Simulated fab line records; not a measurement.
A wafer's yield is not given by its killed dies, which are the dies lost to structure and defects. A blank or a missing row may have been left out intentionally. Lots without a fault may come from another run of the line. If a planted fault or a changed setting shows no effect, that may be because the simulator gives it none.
Chamber matching || flow n5Finfet || aldSin-01 running N5_ILD0_ALD_15: 4 sister chambers
The step deposits SiNx, target thk 24 nm, pulse time 1 s, ald cycles 480. 4 wafers are shown with their chamber, then 7 later ones without.

WAFERS, EACH WITH ITS CHAMBER
{"wafer": "L085.5", "chamber": 0, "heaterPowerW (W)": 826}
{"wafer": "L087.6", "chamber": 2, "heaterPowerW (W)": 704}
{"wafer": "L090.3", "chamber": 1, "heaterPowerW (W)": 856}
{"wafer": "L090.4", "chamber": 3, "heaterPowerW (W)": 884}

WAFERS MISSING THEIR CHAMBER
{"wafer": "L090.6", "heaterPowerW (W)": 847}
{"wafer": "L091.1", "heaterPowerW (W)": 860}
{"wafer": "L091.3", "heaterPowerW (W)": 719}
{"wafer": "L091.5", "heaterPowerW (W)": 707}
{"wafer": "L092.1", "heaterPowerW (W)": 732}
{"wafer": "L092.2", "heaterPowerW (W)": 822}
{"wafer": "L092.6", "heaterPowerW (W)": 813}

THE CHAMBER EACH PASSED THROUGH
{"wafer": "L090.6", "from the rows above": "can't be placed: 1 or 0", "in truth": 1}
{"wafer": "L091.1", "from the rows above": "can't be placed: 1 or 3", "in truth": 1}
{"wafer": "L091.3", "from the rows above": 2, "in truth": 2}
{"wafer": "L091.5", "from the rows above": 2, "in truth": 2}
{"wafer": "L092.1", "from the rows above": 2, "in truth": 2}
{"wafer": "L092.2", "from the rows above": 0, "in truth": 0}
{"wafer": "L092.6", "from the rows above": 0, "in truth": 0}
Correct placement for 5 of the 7. Unplaceable from these rows: 2, with the true chamber sitting among the candidates in 2. Number placed wrongly: 0.
How it was worked out, from the rows above alone: a wafer's distance from a chamber is the root of the sum, over the readings, of the square of ((its reading less the chamber's mean) divided by the reading's scatter). If the next closest chamber is less than 2 further off than the closest, the wafer can't be placed; otherwise it belongs to the closest. Each chamber's mean is taken over the wafers shown for it. The scatter: root of mean squared gap, hidden wafer to nearest shown wafer, with one shown wafer a chamber.
